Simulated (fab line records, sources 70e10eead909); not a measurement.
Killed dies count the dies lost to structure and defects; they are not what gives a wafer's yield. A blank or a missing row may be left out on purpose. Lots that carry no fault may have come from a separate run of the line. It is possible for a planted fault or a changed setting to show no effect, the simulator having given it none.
fab line records	flow nand_harc
record: lots: 24	wafers: 72	last_day: 25
route steps=1159 shown A_CONTACT@863
lots with no fault: from the same line, run without faults
start_h: start of the lot's first displayed wafer, in hours after the record's first day	wait_h: hours from the lot's prior step to this one	" repeats the value in the row above	L1.1+2: several wafers, shown together as one row	- no value, or no start was given	* or withheld: withheld	< > ~ a bound
route shown NAME@n: NAME is a module with steps in the file, n the number in the route of the first one	usual: average and standard deviation across the fault-free wafers	same: alike in all rows	chamber/n: place in a boat	sites: readings site by site	_std_site: the values' standard deviation	_edge_site: the outer-site mean with the inner-site mean subtracted	radius_mm: for every site, how far away it sits from the centre of the wafer	mask NAME#n: copy n	behind: the most recent tool/chamber to have shaped the wafer	hold: why the lot was held/for how many hours/how that ended	device: whichever transistor did not switch (one of n, p or np)	end of line: the same wafers' tests at the end of the route	where a step has no rows: the recipe by itself	killed: at the first sort, the dies lost to defects and structure; wafer yield is something else	map: dies across one wafer; x = killed, . = not, _ = none there
set.NAME: setting as actually run; set.NAME@STEP: the setting as run at that earlier step	model.NAME: the simulator's own value behind a step, which no gauge read
route steps across a sampled set of lots; one table per step, one row per wafer
services: a tool's chamber out of use, with start hour (start_h, from the record's first day; less than 0 if before it), hours out, and reason
== steps ==
step: NHARC_A_CONTACT_ETCH_112
recipe: source_w: withheld	pressure_mtorr: 20	bias_v: 3000	time_s: 94	target_depth_a: 9220	ar_flow_sccm: withheld	c4f8_flow_sccm: withheld	o2_flow_sccm: withheld	chemistry: C4F8/O2/Ar
same: time_s: 94
lot.wafer	tool	chamber	start_h	wait_h	rf_hours_counter_h
L075.1	har_cap_etch-03	0	371.72	0.1	75
L075.3	"	1	"	"	-
L075.6	"	0	"	"	-
L078.2	har_cap_etch-01	1	378.53	0.1	58
L078.3	"	1	"	"	-
L078.5	"	0	"	"	-
L077.2	har_cap_etch-03	1	380.16	0.1	77
L077.3	"	0	"	"	-
L077.5	"	0	"	"	-
L074.1	har_cap_etch-01	1	383.94	0.2	60
L074.2	"	0	"	"	60
L074.5	"	0	"	"	-
L079.3	har_cap_etch-03	1	386.36	0.2	-
L079.4	"	0	"	"	-
L079.5	"	1	"	"	-
L076.2	har_cap_etch-03	0	389.71	0.2	80
L076.3	"	0	"	"	-
L076.5	"	1	"	"	-
L080.1	har_cap_etch-02	0	394.66	0.2	13
L080.4	"	1	"	"	-
L080.6	"	0	"	"	-
L081.1	har_cap_etch-01	0	405.37	0.1	67
L081.6	"	1	"	"	-
L081.5	"	0	"	"	-
L082.2	har_cap_etch-01	0	419.20	0.2	68
L082.4	"	0	"	"	-
L082.6	"	0	"	"	-
L083.1	har_cap_etch-03	1	429.66	0.1	86
L083.3	"	0	"	"	-
L083.4	"	1	"	"	-
L084.1	har_cap_etch-02	1	435.17	0.2	19
L084.2	"	0	"	"	19
L084.3	"	0	"	"	-
L085.1	har_cap_etch-03	0	435.60	0.1	88
L085.3	"	0	"	"	-
L085.6	"	0	"	"	-
L086.3	har_cap_etch-03	1	445.15	0.1	-
L086.4	"	0	"	"	-
L086.6	"	1	"	"	-
L088.1	har_cap_etch-02	1	447.02	0.1	21
L088.3	"	1	"	"	-
L088.5	"	0	"	"	-
L090.1	har_cap_etch-03	0	449.56	0.2	91
L090.3	"	0	"	"	-
L090.4	"	1	"	"	-
L089.2	har_cap_etch-01	1	452.25	0.1	73
L089.4	"	1	"	"	-
L089.6	"	1	"	"	-
L087.4	har_cap_etch-03	0	458.93	0.1	-
L087.6	"	1	"	"	-
L087.5	"	0	"	"	-
L091.2	har_cap_etch-03	1	466.66	0.1	95
L091.4	"	0	"	"	-
L091.3	"	1	"	"	-
L092.3	har_cap_etch-03	1	481.55	0.1	-
L092.4	"	0	"	"	-
L092.5	"	0	"	"	-
L093.2	har_cap_etch-01	0	482.02	0.2	79
L093.4	"	0	"	"	-
L093.5	"	0	"	"	-
L096.3	har_cap_etch-01	0	496.90	0.1	-
L096.4	"	1	"	"	-
L096.6	"	1	"	"	-
L094.2	har_cap_etch-02	0	499.05	0.2	29
L094.1	"	1	"	"	29
L094.3	"	0	"	"	-
L095.3	har_cap_etch-01	1	506.03	0.1	-
L095.4	"	0	"	"	-
L095.5	"	0	"	"	-
L097.3	har_cap_etch-01	0	526.32	0.1	-
L097.6	"	1	"	"	-
L097.5	"	0	"	"	-
step: NHARC_A_CONTACT_ETCH_124
recipe: source_w: withheld	pressure_mtorr: 20	bias_v: withheld	time_s: 140	target_depth_a: 7000	ar_flow_sccm: withheld	c4f8_flow_sccm: withheld	o2_flow_sccm: withheld	chemistry: C4F8/O2/Ar
same: time_s: 140
lot.wafer	tool	chamber	start_h	wait_h	rf_hours_counter_h
L075.1	har_cap_etch-01	0	380.17	-	59
L075.3	"	0	"	"	-
L075.6	"	0	"	"	-
L078.2	har_cap_etch-01	1	388.19	-	61
L078.3	"	0	"	"	-
L078.5	"	0	"	"	-
L077.2	har_cap_etch-02	0	390.37	-	12
L077.3	"	0	"	"	-
L077.5	"	0	"	"	-
L074.2	har_cap_etch-03	0	391.88	-	81
L074.1	"	1	"	"	81
L074.5	"	1	"	"	-
L079.3	har_cap_etch-01	1	394.13	-	-
L079.4	"	0	"	"	-
L079.5	"	1	"	"	-
L076.2	har_cap_etch-01	0	396.53	-	65
L076.3	"	0	"	"	-
L076.5	"	1	"	"	-
L080.1	har_cap_etch-03	1	403.44	-	84
L080.4	"	0	"	"	-
L080.6	"	0	"	"	-
L081.1	har_cap_etch-02	0	412.83	-	16
L081.6	"	1	"	"	-
L081.5	"	0	"	"	-
L082.2	har_cap_etch-02	0	425.99	-	17
L082.4	"	1	"	"	-
L082.6	"	1	"	"	-
L083.1	har_cap_etch-01	1	436.89	-	70
L083.3	"	1	"	"	-
L083.4	"	0	"	"	-
L085.1	har_cap_etch-03	0	442.11	-	89
L085.3	"	0	"	"	-
L085.6	"	0	"	"	-
L084.2	har_cap_etch-02	0	442.38	-	20
L084.1	"	1	"	"	20
L084.3	"	1	"	"	-
L086.3	har_cap_etch-02	1	454.92	-	-
L086.4	"	0	"	"	-
L086.6	"	1	"	"	-
L088.1	har_cap_etch-01	1	458.96	-	74
L088.3	"	1	"	"	-
L088.5	"	0	"	"	-
L089.2	har_cap_etch-03	1	460.25	-	94
L089.4	"	0	"	"	-
L089.6	"	1	"	"	-
L090.1	har_cap_etch-01	1	460.62	-	75
L090.4	"	0	"	"	-
L090.3	"	1	"	"	-
L087.4	har_cap_etch-01	1	466.65	-	-
L087.6	"	0	"	"	-
L087.5	"	1	"	"	-
L091.2	har_cap_etch-02	1	473.37	-	26
L091.4	"	0	"	"	-
L091.3	"	1	"	"	-
L092.4	har_cap_etch-03	0	488.95	-	-
L092.3	"	1	"	"	-
L092.5	"	0	"	"	-
L093.2	har_cap_etch-01	0	489.28	-	80
L093.4	"	1	"	"	-
L093.5	"	1	"	"	-
L096.3	har_cap_etch-03	1	503.39	-	-
L096.4	"	0	"	"	-
L096.6	"	0	"	"	-
L094.2	har_cap_etch-02	1	506.51	-	30
L094.1	"	0	"	"	30
L094.3	"	1	"	"	-
L095.3	har_cap_etch-01	1	512.67	-	-
L095.4	"	0	"	"	-
L095.5	"	0	"	"	-
L097.3	har_cap_etch-01	1	533.18	-	-
L097.6	"	0	"	"	-
L097.5	"	1	"	"	-
step: NHARC_A_CONTACT_ETCH_127
recipe: source_w: withheld	pressure_mtorr: 20	bias_v: 1200	time_s: 155	target_depth_a: 9560	ar_flow_sccm: withheld	c4f8_flow_sccm: withheld	o2_flow_sccm: withheld	chemistry: C4F8/O2/Ar
same: time_s: 155
lot.wafer	tool	chamber	start_h	wait_h	rf_hours_counter_h
L075.1	har_cap_etch-01	0	380.65	0.1	59
L075.3	"	0	"	"	-
L075.6	"	0	"	"	-
L078.2	har_cap_etch-01	1	388.67	0.1	62
L078.3	"	0	"	"	-
L078.5	"	0	"	"	-
L077.2	har_cap_etch-02	0	390.84	0.1	12
L077.3	"	0	"	"	-
L077.5	"	0	"	"	-
L074.2	har_cap_etch-03	0	392.36	0.1	81
L074.1	"	1	"	"	81
L074.5	"	1	"	"	-
L079.3	har_cap_etch-01	1	394.59	0.1	-
L079.4	"	0	"	"	-
L079.5	"	1	"	"	-
L076.2	har_cap_etch-01	0	397.02	0.1	65
L076.3	"	0	"	"	-
L076.5	"	1	"	"	-
L080.1	har_cap_etch-03	1	403.93	0.1	84
L080.4	"	0	"	"	-
L080.6	"	0	"	"	-
L081.1	har_cap_etch-02	0	413.30	0.1	16
L081.6	"	1	"	"	-
L081.5	"	0	"	"	-
L082.2	har_cap_etch-02	0	426.46	0.1	18
L082.4	"	1	"	"	-
L082.6	"	1	"	"	-
L083.1	har_cap_etch-01	1	437.38	0.1	70
L083.3	"	1	"	"	-
L083.4	"	0	"	"	-
L085.1	har_cap_etch-03	0	442.59	0.1	89
L085.3	"	0	"	"	-
L085.6	"	0	"	"	-
L084.2	har_cap_etch-02	0	442.86	0.1	20
L084.1	"	1	"	"	20
L084.3	"	1	"	"	-
L086.3	har_cap_etch-02	1	455.38	0.1	-
L086.4	"	0	"	"	-
L086.6	"	1	"	"	-
L088.1	har_cap_etch-01	1	459.45	0.1	74
L088.3	"	1	"	"	-
L088.5	"	0	"	"	-
L089.2	har_cap_etch-03	1	460.72	0.1	94
L089.4	"	0	"	"	-
L089.6	"	1	"	"	-
L090.1	har_cap_etch-01	1	461.09	0.1	75
L090.4	"	0	"	"	-
L090.3	"	1	"	"	-
L087.4	har_cap_etch-01	1	467.10	0.1	-
L087.6	"	0	"	"	-
L087.5	"	1	"	"	-
L091.2	har_cap_etch-02	1	473.85	0.1	27
L091.4	"	0	"	"	-
L091.3	"	1	"	"	-
L092.4	har_cap_etch-03	0	489.41	0.1	-
L092.3	"	1	"	"	-
L092.5	"	0	"	"	-
L093.2	har_cap_etch-01	0	489.76	0.1	80
L093.4	"	1	"	"	-
L093.5	"	1	"	"	-
L096.3	har_cap_etch-03	1	503.86	0.1	-
L096.4	"	0	"	"	-
L096.6	"	0	"	"	-
L094.2	har_cap_etch-02	1	506.99	0.1	31
L094.1	"	0	"	"	31
L094.3	"	1	"	"	-
L095.3	har_cap_etch-01	1	513.13	0.1	-
L095.4	"	0	"	"	-
L095.5	"	0	"	"	-
L097.3	har_cap_etch-01	1	533.63	0.1	-
L097.6	"	0	"	"	-
L097.5	"	1	"	"	-
step: NHARC_A_CONTACT_ETCH_130
recipe: source_w: withheld	pressure_mtorr: 20	bias_v: 1200	time_s: 155	target_depth_a: 9560	ar_flow_sccm: withheld	c4f8_flow_sccm: withheld	o2_flow_sccm: withheld	chemistry: C4F8/O2/Ar
same: time_s: 155
lot.wafer	tool	chamber	start_h	wait_h	rf_hours_counter_h
L075.1	har_cap_etch-01	0	381.07	0.1	59
L075.3	"	0	"	"	-
L075.6	"	0	"	"	-
L078.2	har_cap_etch-01	1	389.09	0.1	62
L078.3	"	0	"	"	-
L078.5	"	0	"	"	-
L077.2	har_cap_etch-02	0	391.26	0.1	13
L077.3	"	0	"	"	-
L077.5	"	0	"	"	-
L074.2	har_cap_etch-03	0	392.79	0.1	82
L074.1	"	1	"	"	82
L074.5	"	1	"	"	-
L079.3	har_cap_etch-01	1	395.02	0.1	-
L079.4	"	0	"	"	-
L079.5	"	1	"	"	-
L076.2	har_cap_etch-01	0	397.44	0.1	65
L076.3	"	0	"	"	-
L076.5	"	1	"	"	-
L080.1	har_cap_etch-03	1	404.35	0.1	84
L080.4	"	0	"	"	-
L080.6	"	0	"	"	-
L081.1	har_cap_etch-02	0	413.73	0.1	17
L081.6	"	1	"	"	-
L081.5	"	0	"	"	-
L082.2	har_cap_etch-02	0	426.88	0.1	18
L082.4	"	1	"	"	-
L082.6	"	1	"	"	-
L083.1	har_cap_etch-01	1	437.80	0.1	71
L083.3	"	1	"	"	-
L083.4	"	0	"	"	-
L085.1	har_cap_etch-03	0	443.02	0.1	89
L085.3	"	0	"	"	-
L085.6	"	0	"	"	-
L084.2	har_cap_etch-02	0	443.29	0.1	21
L084.1	"	1	"	"	21
L084.3	"	1	"	"	-
L086.3	har_cap_etch-02	1	455.81	0.1	-
L086.4	"	0	"	"	-
L086.6	"	1	"	"	-
L088.1	har_cap_etch-01	1	459.88	0.1	75
L088.3	"	1	"	"	-
L088.5	"	0	"	"	-
L089.2	har_cap_etch-03	1	461.15	0.1	94
L089.4	"	0	"	"	-
L089.6	"	1	"	"	-
L090.1	har_cap_etch-01	1	461.52	0.1	76
L090.4	"	0	"	"	-
L090.3	"	1	"	"	-
L087.4	har_cap_etch-01	1	467.53	0.1	-
L087.6	"	0	"	"	-
L087.5	"	1	"	"	-
L091.2	har_cap_etch-02	1	474.28	0.1	27
L091.4	"	0	"	"	-
L091.3	"	1	"	"	-
L092.4	har_cap_etch-03	0	489.83	0.1	-
L092.3	"	1	"	"	-
L092.5	"	0	"	"	-
L093.2	har_cap_etch-01	0	490.19	0.1	80
L093.4	"	1	"	"	-
L093.5	"	1	"	"	-
L096.3	har_cap_etch-03	1	504.28	0.1	-
L096.4	"	0	"	"	-
L096.6	"	0	"	"	-
L094.2	har_cap_etch-02	1	507.42	0.1	31
L094.1	"	0	"	"	31
L094.3	"	1	"	"	-
L095.3	har_cap_etch-01	1	513.55	0.1	-
L095.4	"	0	"	"	-
L095.5	"	0	"	"	-
L097.3	har_cap_etch-01	1	534.05	0.1	-
L097.6	"	0	"	"	-
L097.5	"	1	"	"	-
step: NHARC_A_CONTACT_ETCH_133
recipe: source_w: withheld	pressure_mtorr: 20	bias_v: 400	time_s: 195	target_depth_a: 8400	ar_flow_sccm: withheld	c4f8_flow_sccm: 11.5	o2_flow_sccm: 7.2	chemistry: C4F8/O2/Ar
same: time_s: 195
lot.wafer	tool	chamber	start_h	wait_h	rf_hours_counter_h
L075.1	har_cap_etch-01	0	381.52	0.1	60
L075.3	"	0	"	"	-
L075.6	"	0	"	"	-
L078.2	har_cap_etch-01	1	389.51	0.1	62
L078.3	"	0	"	"	-
L078.5	"	0	"	"	-
L077.2	har_cap_etch-02	0	391.71	0.1	13
L077.3	"	0	"	"	-
L077.5	"	0	"	"	-
L074.2	har_cap_etch-03	0	393.22	0.1	82
L074.1	"	1	"	"	82
L074.5	"	1	"	"	-
L079.3	har_cap_etch-01	1	395.49	0.2	-
L079.4	"	0	"	"	-
L079.5	"	1	"	"	-
L076.2	har_cap_etch-01	0	397.87	0.1	66
L076.3	"	0	"	"	-
L076.5	"	1	"	"	-
L080.1	har_cap_etch-03	1	404.78	0.1	85
L080.4	"	0	"	"	-
L080.6	"	0	"	"	-
L081.1	har_cap_etch-02	0	414.17	0.1	17
L081.6	"	1	"	"	-
L081.5	"	0	"	"	-
L082.2	har_cap_etch-02	0	427.33	0.1	18
L082.4	"	1	"	"	-
L082.6	"	1	"	"	-
L083.1	har_cap_etch-01	1	438.23	0.1	71
L083.3	"	1	"	"	-
L083.4	"	0	"	"	-
L085.1	har_cap_etch-03	0	443.47	0.1	90
L085.3	"	0	"	"	-
L085.6	"	0	"	"	-
L084.2	har_cap_etch-02	0	443.72	0.1	21
L084.1	"	1	"	"	21
L084.3	"	1	"	"	-
L086.3	har_cap_etch-02	1	456.27	0.2	-
L086.4	"	0	"	"	-
L086.6	"	1	"	"	-
L088.1	har_cap_etch-01	1	460.30	0.1	75
L088.3	"	1	"	"	-
L088.5	"	0	"	"	-
L089.2	har_cap_etch-03	1	461.59	0.1	95
L089.4	"	0	"	"	-
L089.6	"	1	"	"	-
L090.1	har_cap_etch-01	1	461.96	0.1	76
L090.4	"	0	"	"	-
L090.3	"	1	"	"	-
L087.4	har_cap_etch-01	1	468.02	0.2	-
L087.6	"	0	"	"	-
L087.5	"	1	"	"	-
L091.2	har_cap_etch-02	1	474.72	0.1	28
L091.4	"	0	"	"	-
L091.3	"	1	"	"	-
L092.4	har_cap_etch-03	0	490.30	0.2	-
L092.3	"	1	"	"	-
L092.5	"	0	"	"	-
L093.2	har_cap_etch-01	0	490.63	0.1	81
L093.4	"	1	"	"	-
L093.5	"	1	"	"	-
L096.3	har_cap_etch-03	1	504.76	0.2	-
L096.4	"	0	"	"	-
L096.6	"	0	"	"	-
L094.2	har_cap_etch-02	1	507.85	0.1	32
L094.1	"	0	"	"	32
L094.3	"	1	"	"	-
L095.3	har_cap_etch-01	1	514.02	0.2	-
L095.4	"	0	"	"	-
L095.5	"	0	"	"	-
L097.3	har_cap_etch-01	1	534.55	0.2	-
L097.6	"	0	"	"	-
L097.5	"	1	"	"	-
step: NHARC_A_CONTACT_STRIP_82
recipe: o2_flow_sccm: 500	ar_flow_sccm: 0	bias_w: 0	chemistry: O2
usual: drypump_motor_current_A: 5.8/0.38	oes_product_au: 1.000/0.01	rf_vpp_V: 57.6/0.85	showerhead_plenum_p_Torr: 3.49/0.13	throttle_valve_pct: 17.037/0.0093
lot.wafer	tool	chamber	start_h	wait_h	drypump_motor_current_A	oes_product_au	rf_hours_counter_h	rf_vpp_V	showerhead_plenum_p_Torr	throttle_valve_pct
L075.3	rie_diel-08	0	-	-	5.7	1.007	16	59.7	3.49	17.031
L075.1	"	1	"	"	6.5	1.023	16	56.9	3.70	17.048
L075.6	"	0	"	"	5.8	1.008	-	55.8	3.49	17.025
L078.2	rie_diel-11	0	-	-	6.1	0.999	61	56.5	3.29	17.030
L078.3	"	2	"	"	6.1	0.996	59	58.3	3.53	17.045
L078.5	"	0	"	"	6.1	1.001	-	57.9	3.29	17.028
L077.2	rie_diel-10	3	-	-	5.7	0.998	13	57.8	3.57	17.034
L077.3	"	0	"	"	5.7	0.999	11	57.9	3.50	17.045
L077.5	"	0	"	"	5.7	0.990	-	58.2	3.50	17.044
L074.2	rie_diel-08	3	-	-	5.6	1.016	21	58.2	3.51	17.037
L074.1	"	0	"	"	5.7	1.000	21	58.4	3.49	17.057
L074.5	"	2	"	"	5.8	0.996	-	56.5	3.29	17.035
L079.4	rie_diel-11	1	-	-	6.1	1.003	61	57.9	3.46	17.032
L079.3	"	0	"	"	6.1	1.001	64	57.6	3.29	17.033
L079.5	"	2	"	"	6.1	1.009	-	58.1	3.53	17.045
L076.2	rie_diel-08	0	-	-	5.7	1.013	22	58.7	3.49	17.030
L076.3	"	3	"	"	5.6	1.004	22	58.7	3.51	17.025
L076.5	"	0	"	"	5.7	1.011	-	57.0	3.49	17.027
L080.1	rie_diel-08	2	-	-	5.8	1.010	25	57.5	3.29	17.023
L080.6	"	0	"	"	5.8	1.008	-	57.4	3.49	17.036
L080.4	"	2	"	"	5.8	1.005	-	57.7	3.29	17.018
L081.1	rie_diel-10	3	-	-	5.7	0.993	20	56.8	3.56	17.037
L081.6	"	1	"	"	5.2	0.997	-	57.0	3.33	17.027
L081.5	"	2	"	"	5.2	0.990	-	57.9	3.58	17.052
L082.2	rie_diel-10	0	-	-	5.7	0.991	20	57.6	3.49	17.051
L082.4	"	3	"	"	5.7	0.978	22	57.2	3.56	17.031
L082.6	"	1	"	"	5.2	0.985	-	58.3	3.33	17.024
L083.4	rie_diel-08	2	-	-	5.8	0.999	30	58.0	3.29	17.048
L083.1	"	3	"	"	5.6	1.010	29	56.7	3.51	17.035
L083.3	"	1	"	"	6.5	1.011	24	58.3	3.69	17.029
L085.1	rie_diel-08	2	-	-	5.8	0.991	31	55.8	3.29	17.045
L085.3	"	0	"	"	5.8	1.001	31	58.1	3.48	17.039
L085.6	"	2	"	"	5.8	0.991	-	56.9	3.29	17.036
L084.2	rie_diel-11	1	-	-	6.1	0.998	12	59.4	3.46	17.046
L084.3	"	3	"	"	6.6	0.999	10	56.9	3.57	17.036
L084.1	"	0	"	"	6.1	1.013	12	58.5	3.80	17.061
L086.4	rie_diel-10	2	-	-	5.2	0.995	37	57.8	3.57	17.037
L086.3	"	3	"	"	5.7	1.006	37	58.6	3.55	17.050
L086.6	"	3	"	"	5.7	0.993	-	57.2	3.55	17.040
L088.3	rie_diel-11	3	-	-	6.6	1.007	17	57.1	3.57	17.033
L088.1	"	0	"	"	6.1	1.007	20	57.8	3.80	17.036
L088.5	"	3	"	"	6.6	0.997	-	57.0	3.57	17.031
L090.4	rie_diel-10	2	-	-	5.2	0.989	38	56.9	3.57	17.031
L090.1	"	3	"	"	5.7	0.987	38	59.0	3.55	17.033
L090.3	"	0	"	"	5.8	0.990	35	58.4	3.49	17.040
L089.2	rie_diel-08	3	-	-	5.6	1.025	34	59.0	3.50	17.031
L089.4	"	0	"	"	5.7	1.006	35	58.4	3.48	17.046
L089.6	"	2	"	"	5.8	1.004	-	57.3	3.28	17.044
L087.4	rie_diel-08	2	-	-	5.8	0.994	37	56.5	3.28	17.037
L087.5	"	3	"	"	5.6	1.004	-	59.6	3.50	17.029
L087.6	"	0	"	"	5.7	0.992	-	58.2	3.48	17.024
L091.2	rie_diel-11	0	-	-	6.1	1.007	27	58.7	3.79	17.027
L091.3	"	1	"	"	6.1	0.997	25	54.7	3.45	17.032
L091.4	"	3	"	"	6.6	1.004	24	57.6	3.56	17.040
L092.4	rie_diel-10	2	-	-	5.2	0.995	47	59.1	3.57	17.045
L092.3	"	1	"	"	5.2	0.980	43	57.7	3.31	17.039
L092.5	"	2	"	"	5.2	0.993	-	57.3	3.57	17.038
L093.4	rie_diel-08	3	-	-	5.5	1.003	0	57.4	3.50	17.030
L093.2	"	0	"	"	5.7	0.999	0	57.8	3.48	17.037
L093.5	"	3	"	"	5.6	0.997	-	57.3	3.50	17.020
L096.3	rie_diel-08	1	-	-	6.5	1.018	3	57.2	3.69	17.057
L096.4	"	2	"	"	5.8	0.989	3	56.9	3.28	17.044
L096.6	"	2	"	"	5.8	0.982	-	57.4	3.28	17.049
L094.1	rie_diel-08	3	-	-	5.6	1.000	3	57.5	3.50	17.020
L094.3	"	1	"	"	6.5	1.019	3	58.1	3.69	17.025
L094.2	"	2	"	"	5.8	0.999	3	56.4	3.28	17.045
L095.4	rie_diel-11	3	-	-	6.6	0.996	35	56.8	3.56	17.022
L095.3	"	1	"	"	6.1	0.983	38	57.9	3.44	17.044
L095.5	"	3	"	"	6.6	0.998	-	57.7	3.56	17.034
L097.3	rie_diel-08	0	-	-	5.8	0.993	6	58.2	3.48	17.025
L097.6	"	3	"	"	5.6	1.009	-	58.2	3.50	17.056
L097.5	"	0	"	"	5.7	0.994	-	58.3	3.48	17.031
== services ==
tool	chamber	start_h	hours	kind
rie_diel-08	0	359.89	-	clean
rie_diel-08	1	359.89	-	clean
rie_diel-08	2	359.89	-	clean
rie_diel-08	3	359.89	-	clean
rie_diel-08	0	384.39	-	clean
rie_diel-08	1	384.39	-	clean
rie_diel-08	2	384.39	-	clean
rie_diel-08	3	384.39	-	clean
rie_diel-11	-	398.65	9.0	pm
rie_diel-08	0	408.89	-	clean
rie_diel-08	1	408.89	-	clean
rie_diel-08	2	408.89	-	clean
rie_diel-08	3	408.89	-	clean
rie_diel-11	3	429.84	5.1	repair
rie_diel-08	0	433.40	-	clean
rie_diel-08	1	433.40	-	clean
rie_diel-08	2	433.40	-	clean
rie_diel-08	3	433.40	-	clean
har_cap_etch-02	-	456.92	4.9	repair
rie_diel-10	3	468.39	1.6	repair
rie_diel-08	-	478.82	9.0	pm
rie_diel-10	-	530.52	9.0	pm
rie_diel-11	1	534.29	11.0	repair
rie_diel-08	1	535.80	9.2	repair
== key ==
fault none
